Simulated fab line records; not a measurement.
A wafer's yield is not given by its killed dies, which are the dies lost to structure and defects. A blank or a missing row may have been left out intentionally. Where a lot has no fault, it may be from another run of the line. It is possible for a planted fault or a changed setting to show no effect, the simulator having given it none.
fab line records -- flow nand-harc
record: lots: 14, wafers: 42, last-day: 31
route steps=1302 shown A_CHANNEL_HOLE_D1@478 A_CHANNEL_FILL_D1@497
lots that met no fault: from a run of the same line without faults
start-h: hours from the record's first day to the start of the lot's first wafer shown -- wait-h: hours from the lot's prior step to this one -- " unchanged from the row above -- L1.1+2: a single row standing in for several wafers -- - no value, or no start given -- * or withheld: withheld -- < > ~ a bound
route shown NAME@n: a module of which the file shows steps, and the number in the route of the first -- usual: mean and standard deviation over wafers with no fault -- same: alike in all rows -- chamber/n: place in a boat -- sites: per-site readings -- _std_site: standard deviation across them -- _edge_site: mean of outer sites minus mean of inner sites -- radius-mm: how far each site lies from the wafer's centre -- mask NAME#n: copy n -- behind: the last tool/chamber to shape the wafer -- hold: what put the lot on hold/how long, in hours/how the hold closed -- device: names the non-switching transistor (n, p or np) -- end of line: the tests these same wafers got at the end of their route -- a step given without rows: its recipe and nothing more -- killed: count of dies lost to structure and defects at first sort (not the wafer's yield) -- map: dies across one wafer; x = killed, . = not, _ = none there
set.NAME: the setting the step ran with; set.NAME@STEP: the setting that earlier step ran with -- model.NAME: the simulator's own value behind a step, which no gauge read
steps of the route over a sample of lots; a table a step, a row a wafer
services: when a tool's chamber went out of use (start-h, in hours from the record's first day, below 0 if earlier), for how many hours, and the reason
== steps ==
step: NHARC_A_CHANNEL_HOLE_D1_ETCH_26
recipe: bias-v: 300, source-w: 2000, pressure-mtorr: 30, time-s: 224.1, ar-flow-sccm: 375, c4f8-flow-sccm: 11.4, o2-flow-sccm: 113.6, temp-c: -20, target-depth-a: 3000, chemistry: C4F8/O2/Ar
usual: drypump-motor-current-A: 5.5/0.31, he-backside-leak-sccm: 5.9/0.42, mfc-ar-sccm: 375.1/1, oes-air-line-au: 1.001/0.02, showerhead-plenum-p-Torr: 3.72/0.093, throttle-valve-pct: 24.583/0.0087
same: time-s: 224.1
lot.wafer,tool,chamber,start-h,wait-h,drypump-motor-current-A,he-backside-leak-sccm,mfc-ar-sccm,oes-air-line-au,rf-hours-counter-h,showerhead-plenum-p-Torr,throttle-valve-pct
L765.1,har-etch-02,0,189.22,0.6,5.8,5.9,374.7,0.987,305,3.81,24.580
L765.3,har-etch-02,1,189.22,0.6,4.9,7.0,375.0,1.004,-,3.56,24.574
L765.6,har-etch-02,0,189.22,0.6,5.8,5.7,375.1,1.028,-,3.81,24.589
L766.2,har-etch-01,1,192.64,0.7,5.7,5.4,376.8,1.007,91,3.78,24.585
L766.4,har-etch-01,1,192.64,0.7,5.8,5.4,376.6,1.014,-,3.78,24.584
L766.6,har-etch-01,0,192.64,0.7,5.5,5.3,376.0,0.966,-,3.78,24.565
L767.4,har-etch-02,1,202.50,0.4,4.9,6.5,374.3,1.013,-,3.56,24.594
L767.6,har-etch-02,0,202.50,0.4,5.8,5.7,375.7,0.986,-,3.80,24.583
L767.5,har-etch-02,1,202.50,0.4,4.9,6.6,373.4,0.985,-,3.56,24.595
L768.1,har-etch-01,0,216.62,0.6,5.5,5.5,373.8,0.999,106,3.77,24.575
L768.5,har-etch-01,1,216.62,0.6,5.8,5.5,374.6,1.003,-,3.77,24.601
L768.6,har-etch-01,0,216.62,0.6,5.5,5.4,374.5,0.982,-,3.77,24.581
L769.1,har-etch-01,0,223.41,0.7,5.5,5.2,375.1,1.021,110,3.77,24.575
L769.3,har-etch-01,1,223.41,0.7,5.8,5.5,375.1,0.991,-,3.77,24.563
L769.5,har-etch-01,0,223.41,0.7,5.5,5.4,374.8,1.015,-,3.77,24.575
L770.1,har-etch-02,1,228.13,0.7,5.0,6.3,374.9,0.995,328,3.55,24.568
L770.3,har-etch-02,1,228.13,0.7,5.0,6.5,373.2,0.992,-,3.55,24.597
L770.5,har-etch-02,0,228.13,0.7,5.8,5.9,375.5,1.020,-,3.80,24.580
L775.1,har-etch-02,1,301.37,0.7,4.9,6.6,374.1,1.019,371,3.53,24.577
L775.6,har-etch-02,1,301.37,0.7,4.9,6.6,373.9,1.032,-,3.53,24.591
L775.5,har-etch-02,0,301.37,0.7,5.8,6.1,375.8,0.988,-,3.77,24.586
L777.1,har-etch-01,0,313.33,0.7,5.5,5.7,375.7,0.976,160,3.74,24.566
L777.3,har-etch-01,0,313.33,0.7,5.5,5.7,375.8,0.989,-,3.74,24.583
L777.5,har-etch-01,0,313.33,0.7,5.5,5.6,376.5,1.018,-,3.74,24.592
L778.1,har-etch-01,0,317.52,0.6,5.5,5.9,375.8,1.013,164,3.74,24.590
L778.5,har-etch-01,1,317.52,0.6,5.8,5.4,374.0,1.008,-,3.74,24.583
L778.6,har-etch-01,0,317.52,0.6,5.5,5.7,375.9,0.993,-,3.74,24.587
L779.1,har-etch-02,1,326.13,0.7,4.9,6.7,375.0,1.027,382,3.52,24.569
L779.4,har-etch-02,1,326.13,0.7,4.9,6.6,375.1,1.011,-,3.52,24.573
L779.3,har-etch-02,0,326.13,0.7,5.8,5.7,376.1,1.007,-,3.77,24.588
L782.1,har-etch-02,1,349.23,0.7,4.9,6.6,374.9,1.004,386,3.52,24.587
L782.4,har-etch-02,0,349.23,0.7,5.8,6.2,373.6,1.001,-,3.76,24.577
L782.5,har-etch-02,0,349.23,0.7,5.8,6.3,376.4,1.007,-,3.75,24.597
L783.1,har-etch-01,0,363.60,0.7,5.5,5.7,374.8,1.004,194,3.72,24.593
L783.2,har-etch-01,1,363.60,0.7,5.7,5.9,375.0,1.023,194,3.72,24.584
L783.4,har-etch-01,1,363.60,0.7,5.8,6.0,375.0,1.010,-,3.72,24.597
L787.2,har-etch-01,1,414.50,0.6,5.8,6.0,374.5,1.010,232,3.70,24.600
L787.3,har-etch-01,0,414.50,0.6,5.5,5.5,375.2,0.963,-,3.70,24.591
L787.5,har-etch-01,0,414.50,0.6,5.5,5.6,374.8,1.008,-,3.70,24.581
L788.2,har-etch-02,0,415.13,0.7,5.8,5.0,377.5,1.015,8,3.74,24.578
L788.3,har-etch-02,0,415.13,0.7,5.8,5.1,376.7,1.000,-,3.74,24.585
L788.5,har-etch-02,1,415.13,0.7,4.9,5.2,375.6,1.006,-,3.99,24.583
step: NHARC_A_CHANNEL_HOLE_D1_ETCH_44
recipe: target-depth-a: 1400, overetch-a: 140, time-s: 77, ion-energy-ev: 100, cf4-flow-sccm: 80, o2-flow-sccm: 20, ar-flow-sccm: 0, rf-w: 300, bias-w: 100, chemistry: CF4/O2
usual: bias-w: 100.0/0.33, drypump-motor-current-A: 5.7/0.47, mfc-ar-sccm: 0.009/0.0091, oes_o_777_au: 1.000/0.0044, oes-product-au: 1.007/0.016, rf-vpp-V: 198.0/1.2, showerhead-plenum-p-Torr: 1.35/0.044, throttle-valve-pct: 13.398/0.0076
same: time-s: 77
lot.wafer,tool,chamber,start-h,wait-h,bias-w,drypump-motor-current-A,mfc-ar-sccm,oes_o_777_au,oes-product-au,rf-hours-counter-h,rf-vpp-V,showerhead-plenum-p-Torr,throttle-valve-pct
L765.3,rie-diel-11,3,190.13,0.1,100.2,6.1,0.006,1.003,1.017,11,197.9,1.36,13.405
L765.1,rie-diel-11,1,190.13,0.1,99.9,6.3,0.000,1.003,0.988,10,197.7,1.33,13.386
L765.6,rie-diel-11,3,190.13,0.1,100.2,6.1,0.006,0.998,1.015,-,196.9,1.36,13.404
L766.4,rie-diel-11,3,193.60,0.1,99.6,6.1,0.006,1.000,1.011,11,199.0,1.36,13.419
L766.2,rie-diel-11,0,193.60,0.1,99.6,5.4,0.013,1.005,1.020,10,197.1,1.30,13.406
L766.6,rie-diel-11,2,193.60,0.1,100.3,5.4,0,1.003,1.002,-,199.0,1.42,13.393
L767.4,rie-diel-11,3,203.36,0.1,100.1,6.1,0.006,0.999,1.013,11,198.0,1.36,13.401
L767.6,rie-diel-11,1,203.36,0.1,99.6,6.3,0.000,0.995,0.986,-,197.1,1.33,13.404
L767.5,rie-diel-11,2,203.36,0.1,100.0,5.4,0,1.002,0.989,-,200.0,1.42,13.394
L768.1,rie-diel-11,3,217.53,0.1,99.8,6.1,0.006,0.997,1.012,13,198.3,1.36,13.408
L768.5,rie-diel-11,3,217.53,0.1,100.1,6.1,0.006,1.003,1.014,-,199.5,1.36,13.410
L768.6,rie-diel-11,0,217.53,0.1,99.9,5.3,0.013,0.995,1.006,-,197.2,1.30,13.399
L769.1,rie-diel-11,1,224.36,0.1,100.3,6.3,0.000,1.006,0.992,14,196.4,1.33,13.408
L769.3,rie-diel-11,3,224.36,0.1,100.3,6.2,0.006,1.005,1.021,15,198.9,1.36,13.391
L769.5,rie-diel-11,0,224.36,0.1,100.5,5.4,0.013,0.993,1.004,-,197.1,1.30,13.409
L770.3,rie-diel-11,0,229.08,0.1,99.6,5.3,0.013,1.001,0.996,14,196.8,1.30,13.397
L770.1,rie-diel-11,2,229.08,0.1,99.8,5.3,0,0.996,0.986,11,199.4,1.41,13.388
L770.5,rie-diel-11,0,229.08,0.1,99.5,5.3,0.013,1.004,0.991,-,197.2,1.30,13.406
L775.1,rie-diel-11,3,302.31,0.0,99.8,6.2,0.006,0.998,1.030,3,198.4,1.36,13.389
L775.5,rie-diel-11,3,302.31,0.0,100.3,6.2,0.006,1.003,1.040,-,198.4,1.36,13.407
L775.6,rie-diel-11,0,302.31,0.0,100.5,5.3,0.013,0.994,1.017,-,197.0,1.30,13.394
L777.1,rie-diel-04,3,314.29,0.1,100.1,5.6,0.027,0.996,1.014,50,198.8,1.39,13.395
L777.3,rie-diel-04,0,314.29,0.1,100.1,5.9,0.027,1.000,1.004,46,198.4,1.38,13.401
L777.5,rie-diel-04,3,314.29,0.1,100.0,5.6,0.027,1.004,1.006,-,198.6,1.39,13.387
L778.1,rie-diel-11,3,318.45,0.1,100.0,6.1,0.006,1.008,1.040,5,198.3,1.36,13.403
L778.5,rie-diel-11,0,318.45,0.1,100.3,5.4,0.013,1.002,1.013,-,196.3,1.30,13.394
L778.6,rie-diel-11,1,318.45,0.1,100.3,6.3,0.000,1.004,0.987,-,198.1,1.33,13.398
L779.4,rie-diel-11,2,327.08,0.1,100.6,5.4,0,1.007,1.012,6,197.9,1.41,13.389
L779.3,rie-diel-11,3,327.08,0.1,100.4,6.2,0.006,1.001,1.024,6,198.5,1.36,13.393
L779.1,rie-diel-11,0,327.08,0.1,100.0,5.3,0.013,1.002,1.000,6,196.9,1.30,13.400
L782.4,rie-diel-11,1,350.17,0.1,99.3,6.3,0.000,1.000,0.995,8,196.8,1.33,13.396
L782.1,rie-diel-11,3,350.17,0.1,99.3,6.1,0.006,1.004,1.035,8,198.9,1.36,13.406
L782.5,rie-diel-11,1,350.17,0.1,100.2,6.3,0.000,0.993,0.989,-,198.0,1.33,13.409
L783.1,rie-diel-11,3,364.58,0.1,100.4,6.1,0.006,1.004,1.042,9,198.4,1.36,13.395
L783.2,rie-diel-11,0,364.58,0.1,100.6,5.4,0.013,0.997,1.016,10,197.3,1.30,13.400
L783.4,rie-diel-11,1,364.58,0.1,100.2,6.3,0.000,0.991,0.990,-,198.4,1.33,13.400
L787.3,rie-diel-11,2,415.42,0.1,100.2,5.3,0,1.002,1.005,12,197.6,1.41,13.390
L787.2,rie-diel-11,3,415.42,0.1,99.4,6.2,0.006,0.998,1.029,13,198.6,1.36,13.405
L787.5,rie-diel-11,2,415.42,0.1,99.7,5.4,0,1.002,1.010,-,200.2,1.41,13.405
L788.2,rie-diel-13,0,416.09,0.1,100.2,5.3,0.023,0.993,1.003,21,197.5,1.33,13.410
L788.3,rie-diel-13,1,416.09,0.1,99.9,6.5,0.031,1.008,0.991,21,200.1,1.43,13.396
L788.5,rie-diel-13,3,416.09,0.1,100.1,6.0,0.013,0.997,0.976,-,198.1,1.33,13.400
step: NHARC_A_CHANNEL_FILL_D1_ANNEAL_17
recipe: temp-c: 850, time-s: 1800
usual: spike-tc-bottom-C: 871/3.4, spike-tc-centre-C: 850.8/1.2, spike-tc-upper-C: 850.4/1, time-s: 1800/0, zone-power-centre-pct: 14.1/1.7
lot.wafer,tool,chamber,start-h,wait-h,spike-tc-bottom-C,spike-tc-centre-C,spike-tc-upper-C,time-s,zone-power-centre-pct
L765.1,furnace-03,0,206.73,-,874,851.7,853.8,1800,16.0
L765.3,furnace-03,0,206.73,-,874,851.1,850.5,1800,16.0
L765.6,furnace-03,0,206.73,-,874,849.9,850.0,1800,16.2
L766.2,furnace-08,0,210.31,-,870,849.4,849.6,1800,14.7
L766.4,furnace-08,0,210.31,-,868,850.7,851.2,1800,14.3
L766.6,furnace-08,0,210.31,-,867,854.6,849.5,1800,14.8
L767.4,furnace-08,0,220.76,-,867,850.9,850.2,1800,14.9
L767.5,furnace-08,0,220.76,-,868,850.8,851.3,1800,14.9
L767.6,furnace-08,0,220.76,-,867,853.1,849.1,1800,14.8
L768.1,furnace-08,0,235.44,-,867,851.1,852.3,1800,14.6
L768.5,furnace-08,0,235.44,-,867,850.8,850.6,1800,14.5
L768.6,furnace-08,0,235.44,-,869,853.0,849.5,1800,14.6
L769.1,furnace-01,0,242.86,-,868,849.8,850.3,1800,12.0
L769.3,furnace-01,0,242.86,-,869,850.3,849.8,1800,12.3
L769.5,furnace-01,0,242.86,-,867,849.7,849.4,1800,12.3
L770.1,furnace-01,0,246.77,-,868,851.3,849.7,1800,12.1
L770.3,furnace-01,0,246.77,-,869,849.4,849.4,1800,12.1
L770.5,furnace-01,0,246.77,-,870,851.7,849.0,1800,12.3
L775.1,furnace-01,0,318.23,-,870,853.1,849.3,1800,12.2
L775.5,furnace-01,0,318.23,-,870,850.8,849.1,1800,12.2
L775.6,furnace-01,0,318.23,-,869,849.9,849.3,1800,12.0
L777.1,furnace-03,0,331.08,3.2,877,850.4,851.1,1800,15.9
L777.3,furnace-03,0,331.08,3.2,877,851.7,850.5,1800,16.3
L777.5,furnace-03,0,331.08,3.2,876,850.7,851.0,1800,15.9
L778.1,furnace-03,0,336.33,-,876,851.3,852.5,1800,16.1
L778.5,furnace-03,0,336.33,-,875,850.7,850.9,1800,16.3
L778.6,furnace-03,0,336.33,-,876,851.8,851.2,1800,16.0
L779.1,furnace-01,0,345.90,-,870,851.6,849.9,1800,12.4
L779.3,furnace-01,0,345.90,-,869,849.1,850.9,1800,12.2
L779.4,furnace-01,0,345.90,-,870,850.3,850.8,1800,12.0
L782.1,furnace-03,0,367.47,-,877,850.7,850.8,1800,16.1
L782.4,furnace-03,0,367.47,-,876,851.8,850.3,1800,16.1
L782.5,furnace-03,0,367.47,-,876,849.5,850.6,1800,15.9
L783.1,furnace-08,0,381.46,-,869,853.0,851.2,1800,14.9
L783.2,furnace-08,0,381.46,-,867,852.7,851.9,1800,14.8
L783.4,furnace-08,0,381.46,-,868,853.2,850.7,1800,14.4
L787.2,furnace-03,-,432.07,-,-,-,-,-,-
L787.3,furnace-03,-,432.07,-,-,-,-,-,-
L787.5,furnace-03,-,432.07,-,-,-,-,-,-
L788.2,furnace-03,-,432.07,-,-,-,-,-,-
L788.3,furnace-03,-,432.07,-,-,-,-,-,-
L788.5,furnace-03,-,432.07,-,-,-,-,-,-
step: NHARC_A_CHANNEL_FILL_D1_THK_MEAS_06
recipe: thk-meas-gauge: ellipsometry
usual: thk-nm: 5.0/1
lot.wafer,tool,chamber,start-h,wait-h,thk-nm
L765.1,film-metro-02,-,228.83,0.4,5.0
L765.3,film-metro-02,-,228.83,0.4,4.5
L765.6,film-metro-02,-,228.83,0.4,5.7
L766.2,film-metro-01,-,228.83,0.4,6.5
L766.4,film-metro-01,-,228.83,0.4,6.7
L766.6,film-metro-01,-,228.83,0.4,5.2
L767.4,film-metro-01,-,244.43,0.4,6.4
L767.5,film-metro-01,-,244.43,0.4,4.0
L767.6,film-metro-01,-,244.43,0.4,5.0
L768.1,film-metro-02,-,259.96,0.4,5.9
L768.5,film-metro-02,-,259.96,0.4,4.3
L768.6,film-metro-02,-,259.96,0.4,5.4
L769.1,film-metro-02,-,264.88,0.4,3.8
L769.3,film-metro-02,-,264.88,0.4,4.2
L769.5,film-metro-02,-,264.88,0.4,3.5
L770.1,film-metro-01,-,272.99,0.4,5.6
L770.3,film-metro-01,-,272.99,0.4,4.6
L770.5,film-metro-01,-,272.99,0.4,7.5
L775.1,film-metro-02,-,338.68,0.4,3.9
L775.5,film-metro-02,-,338.68,0.4,4.7
L775.6,film-metro-02,-,338.68,0.4,4.8
L777.1,film-metro-01,-,355.29,0.4,5.7
L777.3,film-metro-01,-,355.29,0.4,5.7
L777.5,film-metro-01,-,355.29,0.4,4.8
L778.1,film-metro-02,-,355.29,0.4,3.9
L778.5,film-metro-02,-,355.29,0.4,5.5
L778.6,film-metro-02,-,355.29,0.4,4.5
L779.1,film-metro-01,-,366.31,0.4,5.6
L779.3,film-metro-01,-,366.31,0.4,5.8
L779.4,film-metro-01,-,366.31,0.4,4.0
L782.1,film-metro-01,-,387.93,0.4,5.4
L782.4,film-metro-01,-,387.93,0.4,6.9
L782.5,film-metro-01,-,387.93,0.4,5.8
L783.1,film-metro-01,-,401.97,0.4,4.8
L783.2,film-metro-01,-,401.97,0.4,5.9
L783.4,film-metro-01,-,401.97,0.4,3.7
L787.2,film-metro-01,-,454.58,0.4,5.3
L787.3,film-metro-01,-,454.58,0.4,4.0
L787.5,film-metro-01,-,454.58,0.4,5.7
L788.2,film-metro-02,-,454.58,0.4,4.9
L788.3,film-metro-02,-,454.58,0.4,5.2
L788.5,film-metro-02,-,454.58,0.4,5.3
== services ==
tool,chamber,start-h,hours,kind
rie-diel-04,-,177.90,9.0,pm
rie-diel-11,0,185.59,-,clean
rie-diel-11,1,185.59,-,clean
rie-diel-11,2,185.59,-,clean
rie-diel-11,3,185.59,-,clean
rie-diel-04,-,195.88,0.3,repair
furnace-01,-,208.65,26.0,pm
rie-diel-11,0,210.09,-,clean
rie-diel-11,1,210.09,-,clean
rie-diel-13,3,222.52,3.8,repair
furnace-03,-,238.80,48.8,repair
rie-diel-11,-,255.52,9.0,pm
rie-diel-13,-,283.17,0.4,repair
furnace-03,-,297.46,26.0,pm
rie-diel-13,-,342.12,9.0,pm
rie-diel-04,-,355.03,9.0,pm
rie-diel-11,2,355.39,9.7,repair
rie-diel-13,3,367.40,20.9,repair
rie-diel-04,2,368.63,3.7,repair
rie-diel-13,2,377.01,6.5,repair
rie-diel-04,3,385.98,1.7,repair
har-etch-02,-,390.19,17.0,pm
rie-diel-11,-,395.05,2.0,repair
rie-diel-13,2,418.27,18.2,repair
== key ==
first-sign: step: NHARC_A_CHANNEL_FILL_D1_ANNEAL_17, reading: tool-record, direction: missing
effect none on later readings
met-at NHARC_A_CHANNEL_FILL_D1_ANNEAL_17
struck-lots L787,L788
later-rows-left-out L787.2,L787.3,L787.5,L788.2,L788.3,L788.5
sort-left-out L787.2,L787.3,L787.5,L788.2,L788.3,L788.5
tester-left-out L787,L788
not-acting-at NHARC_A_CHANNEL_HOLE_D1_ETCH_26,NHARC_A_CHANNEL_HOLE_D1_ETCH_44,NHARC_A_CHANNEL_FILL_D1_THK_MEAS_06
onset-between 367.47 432.07
fault: kind: skipped-step-whole, tool: furnace-03, chamber: -, onset-h: 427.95, steps: NHARC_A_CHANNEL_FILL_D1_ANNEAL_17, scope: struck-lots-only
tester-left-out: of these lots the tester's yield and bins aren't shown, on N5 and GAA mostly nor the transistor test; their killed dies are dies lost to structure and defects alone, not to doping, threshold or leakage, so they don't give the yield
sort-left-out: the simulated sort isn't trusted on such a fault, so these wafers' sort isn't shown, and their yield isn't known
later-rows-left-out: the simulator's readings of these wafers behind a module that went badly wrong aren't trusted and aren't shown, but for the sort
